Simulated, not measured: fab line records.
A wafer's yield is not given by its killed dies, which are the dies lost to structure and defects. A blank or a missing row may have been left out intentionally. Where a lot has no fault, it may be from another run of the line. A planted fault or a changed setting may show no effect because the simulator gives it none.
fab line records ; flow nand-harc
record: lots: 15; wafers: 43; last-day: 32
route steps=1302 shown A_CHANNEL_FILL_D1@494 A_DECK1_JOINT@542 A_ONON_D2@558
lots that met no fault: from a run of the same line without faults
start-h: start of the lot's first displayed wafer, in hours after the record's first day ; wait-h: hours since the lot's step before ; " same as the row above ; L1.1+2: one row covering several wafers at once ; - either no value or no given start ; * or withheld: withheld ; < > ~ a bound
route shown NAME@n: a module of which the file shows steps, and the number in the route of the first ; usual: mean and standard deviation over wafers with no fault ; same: alike in all rows ; chamber/n: place in a boat ; sites: the reading at each site ; _std_site: standard deviation of those values ; _edge_site: outer sites' mean less inner sites' ; radius-mm: for every site, how far away it sits from the centre of the wafer ; mask NAME#n: copy n ; behind: the most recent tool/chamber to have shaped the wafer ; hold: why the lot went on hold/how many hours it stayed there/how the hold came to an end ; device: names the non-switching transistor (n, p or np) ; end of line: the route-end tests of the same wafers ; a step without rows: its recipe alone ; killed: not the wafer's yield, but the dies lost to structure and defects at the first sort ; map: dies across one wafer; x = killed, . = not, _ = none there
set.NAME: the setting that was run; set.NAME@STEP: the one run at that earlier step ; model.NAME: the simulator's own value behind a step, which no gauge read
the route's steps for a sample of lots (tables are steps, rows are wafers)
services: a tool's chamber out of use, with start hour (start-h, from the record's first day; less than 0 if before it), hours out, and reason
== steps ==
step: NHARC_A_CHANNEL_FILL_D1_ALD_14
recipe: target-thk-a: 25; pulse-time-s: 10; ald-cycles: 25; temp-c: 300; material: SiO2
usual: heater-power-w: 481/36; precursor-pulse-height-rel: 1.000/0.02; susceptor-temp-C: 300.02/0.2
lot.wafer;tool;chamber;start-h;wait-h;heater-power-w;precursor-pulse-height-rel;since-wet-clean-h;susceptor-temp-C
L428.2;ald-hk-01;2;193.37;0.1;414;1.041;57;300.11
L428.3;ald-hk-01;0;193.37;0.1;473;0.983;57;299.97
L428.5;ald-hk-01;1;193.37;0.1;515;0.988;-;300.09
L429.4;ald-hk-01;1;212.63;0.1;511;0.986;77;300.07
L429.2;ald-hk-01;3;212.63;0.1;466;1.047;77;300.01
L429.5;ald-hk-01;1;212.63;0.1;501;1.012;-;299.99
L431.4;ald-hk-02;1;218.05;0.1;474;0.988;37;300.24
L431.3;ald-hk-02;2;218.05;0.1;497;1.006;37;299.82
L431.5;ald-hk-02;3;218.05;0.1;473;0.984;-;299.86
L432.3;ald-hk-04;2;235.71;0.0;548;0.984;143;299.88
L432.1;ald-hk-04;0;235.71;0.0;478;1.043;143;300.18
L432.5;ald-hk-04;3;235.71;0.0;462;0.993;-;299.89
L433.1;ald-hk-04;2;244.10;0.1;546;0.966;152;299.94
L433.4;ald-hk-04;3;244.10;0.1;458;0.991;152;300.18
L433.5;ald-hk-04;1;244.10;0.1;499;1.021;-;299.87
L434.1;ald-hk-01;0;255.89;0.1;479;0.984;120;299.99
L434.2;ald-hk-01;1;255.89;0.1;512;1.018;120;299.72
L434.6;ald-hk-01;2;255.89;0.1;408;0.953;-;300.18
L435.2;ald-hk-04;0;274.49;0.7;465;1.012;4;300.15
L435.3;ald-hk-04;1;274.49;0.7;499;1.021;4;299.92
L435.6;ald-hk-04;0;274.49;0.7;463;0.974;-;300.09
L436.2;ald-hk-02;1;274.51;0.7;448;1.002;93;299.76
L436.1;ald-hk-02;2;274.51;0.7;501;0.975;93;299.85
L436.4;ald-hk-02;3;274.51;0.7;484;1.001;93;300.06
L437.4;ald-hk-02;1;289.04;0.0;456;0.979;108;299.99
L437.3;ald-hk-02;2;289.04;0.0;526;0.997;108;300.12
L437.1;ald-hk-02;0;289.04;0.0;487;1.009;108;300.07
L439.3;ald-hk-04;3;305.39;0.2;446;0.997;35;300.51
L439.6;ald-hk-04;0;305.39;0.2;461;1.017;-;300.16
L439.5;ald-hk-04;1;305.39;0.2;513;0.999;-;299.76
L440.3;ald-hk-01;0;324.68;0.1;461;1.026;9;300.03
L440.6;ald-hk-01;2;324.68;0.1;391;1.022;-;299.91
L440.5;ald-hk-01;3;324.68;0.1;492;1.018;-;299.87
L444.2;ald-hk-01;1;353.85;0.3;487;0.992;38;299.88
L444.3;ald-hk-01;2;353.85;0.3;398;1.011;38;300.23
L446.5;ald-hk-04;2;372.40;0.2;578;1.008;-;300.02
L446.6;ald-hk-04;3;372.40;0.2;455;1.003;-;300.45
L447.1;ald-hk-02;2;379.96;0.0;461;1.011;20;299.95
L447.2;ald-hk-02;3;379.96;0.0;468;0.998;21;299.94
L447.6;ald-hk-02;2;379.96;0.0;459;0.993;-;300.11
L450.2;ald-hk-04;2;411.98;0.1;561;0.999;141;299.87
L450.3;ald-hk-04;3;411.98;0.1;462;0.992;141;300.31
L450.5;ald-hk-04;0;411.98;0.1;460;1.010;-;299.83
step: NHARC_A_CHANNEL_FILL_D1_ETCHBACK_19
recipe: target-depth-a: 50; time-s: 1.7; hbr-flow-sccm: 150; cl2-flow-sccm: 50; rf-w: 400; icp-w: 400; bias-w: 100; chemistry: HBr/Cl2
usual: drypump-motor-current-A: 5.9/0.32; oes-product-au: 1.002/0.012; throttle-valve-pct: 26.405/0.0089
lot.wafer;tool;chamber;start-h;wait-h;drypump-motor-current-A;oes-product-au;rf-hours-counter-h;throttle-valve-pct
L428.2;rie-si-05;2;210.41;0.4;6.3;0.993;0.4;26.405
L428.3;rie-si-05;1;210.41;0.4;5.6;0.979;0.3;26.409
L428.5;rie-si-05;3;210.41;0.4;6.2;0.992;-;26.406
L429.4;rie-si-03;3;231.17;0.4;5.9;1.022;0;26.396
L429.2;rie-si-03;0;231.17;0.4;5.6;1.015;0;26.405
L429.5;rie-si-03;3;231.17;0.4;5.9;1.017;-;26.404
L431.3;rie-si-03;1;234.92;0.4;5.6;1.022;0.0;26.405
L431.4;rie-si-03;0;234.92;0.4;5.5;1.008;0.0;26.402
L431.5;rie-si-03;1;234.92;0.4;5.7;1.023;-;26.413
L432.3;rie-si-05;2;252.67;0.4;6.3;1.006;0.7;26.397
L432.1;rie-si-05;0;252.67;0.4;5.7;1.013;0.6;26.398
L432.5;rie-si-05;2;252.67;0.4;6.4;1.002;-;26.392
L433.1;rie-si-05;0;262.62;0.4;5.7;1.008;0.7;26.402
L433.4;rie-si-05;1;262.62;0.4;5.6;0.993;0.5;26.417
L433.5;rie-si-05;0;262.62;0.4;5.7;1.004;-;26.416
L434.2;rie-si-05;0;272.81;0.4;5.8;1.007;0.8;26.407
L434.1;rie-si-05;2;272.81;0.4;6.4;1.004;0.8;26.417
L434.6;rie-si-05;3;272.81;0.4;6.2;1.005;-;26.396
L436.4;rie-si-01;3;291.52;0.4;5.8;0.990;0.7;26.409
L436.1;rie-si-01;1;291.52;0.4;6.4;0.996;0.6;26.406
L436.2;rie-si-01;2;291.52;0.4;5.5;1.003;0.4;26.405
L435.3;rie-si-05;0;291.53;0.4;5.8;1.007;0.8;26.415
L435.2;rie-si-05;1;291.53;0.4;5.6;0.995;0.7;26.399
L435.6;rie-si-05;0;291.53;0.4;5.8;1.014;-;26.405
L437.4;rie-si-01;1;306.13;0.4;6.3;1.000;0.7;26.403
L437.1;rie-si-01;2;306.13;0.4;5.5;0.994;0.5;26.396
L437.3;rie-si-01;3;306.13;0.4;5.8;0.987;0.8;26.390
L439.3;rie-si-03;1;322.37;0.4;5.7;1.006;0.4;26.390
L439.6;rie-si-03;1;322.37;0.4;5.7;1.013;-;26.413
L439.5;rie-si-03;2;322.37;0.4;6.4;0.993;-;26.390
L440.3;rie-si-03;3;341.67;0.4;5.9;1.011;0.7;26.410
L440.5;rie-si-03;2;341.67;0.4;6.4;0.989;-;26.404
L440.6;rie-si-03;3;341.67;0.4;5.9;1.005;-;26.413
L444.2;rie-si-05;3;370.74;0.4;6.3;0.984;0.4;26.414
L444.3;rie-si-05;1;370.74;0.4;5.6;0.986;0.5;26.409
L446.5;rie-si-01;3;389.29;0.4;5.8;0.989;-;26.408
L446.6;rie-si-01;2;389.29;0.4;5.5;1.011;-;26.401
L447.2;rie-si-01;3;397.54;0.4;5.8;0.989;0.0;26.398
L447.1;rie-si-01;0;397.54;0.4;6.2;1.015;0.1;26.396
L447.6;rie-si-01;1;397.54;0.4;6.3;1.000;-;26.405
L450.3;rie-si-01;1;429.24;0.4;6.3;1.008;0.2;26.429
L450.2;rie-si-01;0;429.24;0.4;6.2;1.007;0.2;26.399
L450.5;rie-si-01;1;429.24;0.4;6.3;0.999;-;26.384
step: NHARC_A_DECK1_JOINT_DEP_16
recipe: target-thk-a: 450; temp-c: 400; pressure-torr: 6.5; rf-w: 900; teos-flow-sccm: 161.4; flow-sccm: 2650; target-thk-nm: 45; gas: O2; material: SiO2
usual: heater-power-w: 591/83; susceptor-temp-C: 400.00/0.2; throttle-valve-pct: 15.7/0.59
lot.wafer;tool;chamber;start-h;wait-h;heater-power-w;since-wet-clean-h;susceptor-temp-C;throttle-valve-pct
L428.2;pecvd-03;1;273.88;0.1;596;76;399.75;15.2
L428.3;pecvd-03;1;273.88;0.1;596;-;399.70;14.7
L428.5;pecvd-03;0;273.88;0.1;592;-;399.88;16.4
L431.3;pecvd-03;0;288.32;0.1;556;90;400.32;16.3
L431.5;pecvd-03;1;288.32;0.1;568;-;399.29;15.4
L431.4;pecvd-03;2;288.32;0.1;553;-;399.91;15.5
L429.2;pecvd-02;0;288.41;0.1;676;48;400.00;16.2
L429.5;pecvd-02;0;288.41;0.1;519;-;400.20;16.2
L429.4;pecvd-02;2;288.41;0.1;676;-;400.45;15.2
L432.3;pecvd-01;2;311.14;0.1;766;168;400.08;16.0
L432.1;pecvd-01;1;311.14;0.1;595;168;399.96;15.9
L432.5;pecvd-01;2;311.14;0.1;735;-;400.30;16.1
L433.1;pecvd-03;2;321.54;0.1;519;124;399.93;15.4
L433.5;pecvd-03;1;321.54;0.1;533;-;399.88;15.1
L433.4;pecvd-03;2;321.54;0.1;533;-;400.03;15.3
L434.2;pecvd-03;2;330.17;0.1;564;132;399.79;15.4
L434.1;pecvd-03;0;330.17;0.1;571;132;400.09;16.3
L434.6;pecvd-03;0;330.17;0.1;572;-;400.21;16.1
L436.1;pecvd-01;1;351.23;0.1;590;27;400.09;15.3
L436.2;pecvd-01;2;351.23;0.1;666;27;399.89;15.9
L436.4;pecvd-01;2;351.23;0.1;680;-;399.92;15.7
L435.3;pecvd-02;1;351.24;0.1;519;111;400.03;16.0
L435.2;pecvd-02;2;351.24;0.1;706;111;400.18;15.2
L435.6;pecvd-02;1;351.24;0.1;514;-;399.90;16.1
L437.3;pecvd-01;1;365.16;0.1;451;41;399.91;15.6
L437.1;pecvd-01;0;365.16;0.1;619;41;400.07;16.9
L437.4;pecvd-01;0;365.16;0.1;626;-;400.19;16.6
L439.3;pecvd-03;0;381.08;0.1;620;2;399.87;15.9
L439.6;pecvd-03;0;381.08;0.1;610;-;399.77;15.9
L439.5;pecvd-03;1;381.08;0.1;575;-;400.09;14.8
L440.3;pecvd-02;1;403.69;0.1;502;163;399.81;16.1
L440.6;pecvd-02;0;403.69;0.1;641;-;399.72;16.1
L440.5;pecvd-02;1;403.69;0.1;513;-;399.92;15.8
L444.2;pecvd-02;1;434.99;0.1;682;14;399.69;15.9
L444.3;pecvd-02;0;434.99;0.1;656;14;400.05;16.1
L446.6;pecvd-03;2;448.59;0.2;412;-;399.86;15.5
L446.5;pecvd-03;0;448.59;0.2;545;-;399.66;15.7
L447.1;pecvd-02;2;456.82;0.1;708;36;400.16;15.4
L447.2;pecvd-02;0;456.82;0.1;542;36;399.96;16.3
L447.6;pecvd-02;1;456.82;0.1;522;-;400.03;16.0
L450.2;pecvd-02;0;485.69;0.1;646;64;400.17;16.2
L450.3;pecvd-02;2;485.69;0.1;619;64;399.95;15.1
L450.5;pecvd-02;1;485.69;0.1;666;-;399.81;15.9
step: NHARC_A_ONON_D2_DEP_19
recipe: target-thk-a: 10000; n2-flow-sccm: 2750; n2o-flow-sccm: 2000; nh3-flow-sccm: 500; sih4-flow-sccm: 210; temp-c: 400
usual: susceptor-temp-C: 399.97/0.21
lot.wafer;tool;chamber;start-h;wait-h;susceptor-temp-C
L428.2;pecvd-onon-04;0;286.61;0.1;400.03
L428.3;pecvd-onon-04;0;286.61;0.1;400.00
L428.5;pecvd-onon-04;0;286.61;0.1;400.56
L429.2;pecvd-onon-04;0;302.38;0.1;399.77
L429.4;pecvd-onon-04;0;302.38;0.1;400.26
L429.5;pecvd-onon-04;0;302.38;0.1;399.66
L431.3;pecvd-onon-01;0;302.43;0.2;399.82
L431.4;pecvd-onon-01;0;302.43;0.2;399.95
L431.5;pecvd-onon-01;0;302.43;0.2;399.72
L432.1;pecvd-onon-01;0;321.73;0.1;399.52
L432.3;pecvd-onon-01;0;321.73;0.1;400.14
L432.5;pecvd-onon-01;0;321.73;0.1;399.92
L433.1;pecvd-onon-03;0;332.26;0.1;399.84
L433.4;pecvd-onon-03;0;332.26;0.1;400.06
L433.5;pecvd-onon-03;0;332.26;0.1;400.20
L434.1;pecvd-onon-04;0;340.82;0.1;400.13
L434.2;pecvd-onon-04;0;340.82;0.1;400.06
L434.6;pecvd-onon-04;0;340.82;0.1;400.12
L436.1;pecvd-onon-01;0;361.95;0.1;399.94
L436.2;pecvd-onon-01;0;361.95;0.1;399.95
L436.4;pecvd-onon-01;0;361.95;0.1;399.96
L435.2;pecvd-onon-04;0;362.00;0.1;400.21
L435.3;pecvd-onon-04;0;362.00;0.1;399.78
L435.6;pecvd-onon-04;0;362.00;0.1;400.15
L437.1;pecvd-onon-03;0;375.81;0.1;400.25
L437.3;pecvd-onon-03;0;375.81;0.1;400.04
L437.4;pecvd-onon-03;0;375.81;0.1;400.00
L439.3;pecvd-onon-04;0;391.75;0.2;399.90
L439.5;pecvd-onon-04;0;391.75;0.2;399.94
L439.6;pecvd-onon-04;0;391.75;0.2;400.35
L440.3;pecvd-onon-01;0;414.97;0.2;399.63
L440.5;pecvd-onon-01;0;414.97;0.2;399.72
L440.6;pecvd-onon-01;0;414.97;0.2;399.88
L444.2;pecvd-onon-04;0;445.62;0.1;400.30
L444.3;pecvd-onon-04;0;445.62;0.1;400.25
L446.5;pecvd-onon-04;0;459.71;0.3;400.04
L446.6;pecvd-onon-04;0;459.71;0.3;399.84
L447.1;pecvd-onon-04;0;467.81;0.1;399.77
L447.2;pecvd-onon-04;0;467.81;0.1;399.29
L447.6;pecvd-onon-04;0;467.81;0.1;399.87
L450.2;pecvd-onon-03;0;494.93;0.1;399.93
L450.3;pecvd-onon-03;0;494.93;0.1;400.10
L450.5;pecvd-onon-03;0;494.93;0.1;400.18
step: NHARC_A_ONON_D2_THK_MEAS_21
recipe: thk-meas-gauge: ellipsometry
usual: thk-nm: 999/9.7
lot.wafer;tool;chamber;start-h;wait-h;thk-nm
L428.2;film-metro-01;-;287.06;-;1004
L428.3;film-metro-01;-;287.06;-;1004
L428.5;film-metro-01;-;287.06;-;1003
L431.3;film-metro-01;-;302.83;-;989
L431.4;film-metro-01;-;302.83;-;991
L431.5;film-metro-01;-;302.83;-;990
L429.2;film-metro-01;-;302.83;-;985
L429.4;film-metro-01;-;302.83;-;987
L429.5;film-metro-01;-;302.83;-;986
L432.1;film-metro-01;-;322.23;-;1008
L432.3;film-metro-01;-;322.23;-;1010
L432.5;film-metro-01;-;322.23;-;1009
L433.1;film-metro-01;-;332.77;-;1009
L433.4;film-metro-01;-;332.77;-;1012
L433.5;film-metro-01;-;332.77;-;1011
L434.1;film-metro-01;-;341.33;-;1008
L434.2;film-metro-01;-;341.33;-;1011
L434.6;film-metro-01;-;341.33;-;1010
L436.1;film-metro-02;-;362.46;-;1005
L436.2;film-metro-02;-;362.46;-;1007
L436.4;film-metro-02;-;362.46;-;1005
L435.2;film-metro-01;-;362.46;-;987
L435.3;film-metro-01;-;362.46;-;985
L435.6;film-metro-01;-;362.46;-;986
L437.1;film-metro-01;-;376.32;-;1004
L437.3;film-metro-01;-;376.32;-;1003
L437.4;film-metro-01;-;376.32;-;1002
L439.3;film-metro-02;-;392.15;-;1004
L439.5;film-metro-02;-;392.15;-;1005
L439.6;film-metro-02;-;392.15;-;1005
L440.3;film-metro-02;-;415.36;-;1006
L440.5;film-metro-02;-;415.36;-;1007
L440.6;film-metro-02;-;415.36;-;1003
L444.2;film-metro-02;-;446.08;-;988
L444.3;film-metro-02;-;446.08;-;1525
L446.5;film-metro-01;-;459.99;-;986
L446.6;film-metro-01;-;459.99;-;1523
L447.1;film-metro-01;-;468.32;-;991
L447.2;film-metro-01;-;468.32;-;991
L447.6;film-metro-01;-;468.32;-;1530
L450.2;film-metro-02;-;495.39;-;1008
L450.3;film-metro-02;-;495.39;-;1007
L450.5;film-metro-02;-;495.39;-;1008
== services ==
tool;chamber;start-h;hours;kind
pecvd-02;1;180.56;5.2;repair
pecvd-02;0;184.78;12.5;repair
pecvd-03;-;185.00;13.0;pm
rie-si-01;-;193.00;9.0;pm
rie-si-05;1;198.26;4.9;repair
rie-si-05;1;221.25;10.9;repair
pecvd-02;-;222.46;0.3;repair
pecvd-02;-;227.30;13.0;pm
ald-hk-04;-;260.58;10.0;pm
pecvd-03;2;272.93;10.0;repair
rie-si-05;-;274.38;0.5;repair
ald-hk-04;-;299.88;0.7;repair
rie-si-05;-;305.00;9.0;pm
pecvd-onon-04;-;311.00;13.0;pm
pecvd-02;1;357.51;8.4;repair
pecvd-03;-;366.00;13.0;pm
rie-si-05;1;375.52;9.1;repair
pecvd-02;0;392.59;10.8;repair
pecvd-02;-;408.30;13.0;pm
ald-hk-04;-;438.58;10.0;pm
rie-si-05;3;451.93;8.7;repair
pecvd-02;-;480.12;1.7;repair
rie-si-05;-;482.00;9.0;pm
pecvd-onon-04;-;492.00;13.0;pm
== key ==
first-sign: step: NHARC_A_ONON_D2_THK_MEAS_21; reading: thk-nm; direction: up; sigmas: 54; usual: 999; struck: 1526
effect none on later readings
met-at NHARC_A_ONON_D2_DEP_19
struck-lots L444,L446,L447
struck-wafers L444.3,L446.6,L447.6
later-rows-left-out L444.3,L446.6,L447.6
sort-left-out L444.3,L446.6,L447.6
tester-left-out L444,L446,L447
not-acting-at NHARC_A_CHANNEL_FILL_D1_ALD_14,NHARC_A_CHANNEL_FILL_D1_ETCHBACK_19,NHARC_A_DECK1_JOINT_DEP_16
onset-between 391.75 445.62
fault: kind: process-parameter-drift; tool: pecvd-onon-04; chamber: -; onset-h: 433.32; steps: NHARC_A_ONON_D2_DEP_19; channel: target-thk-a; offset: *; shape: step; end-h: 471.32; scope: struck-wafers-only; acts-in: *; stated: *
tester-left-out: of these lots the tester's yield and bins aren't shown, on N5 and GAA mostly nor the transistor test; their killed dies are dies lost to structure and defects alone, not to doping, threshold or leakage, so they don't give the yield
sort-left-out: the simulated sort isn't trusted on such a fault, so these wafers' sort isn't shown, and their yield isn't known
later-rows-left-out: the simulator's readings of these wafers behind a module that went badly wrong aren't trusted and aren't shown, but for the sort
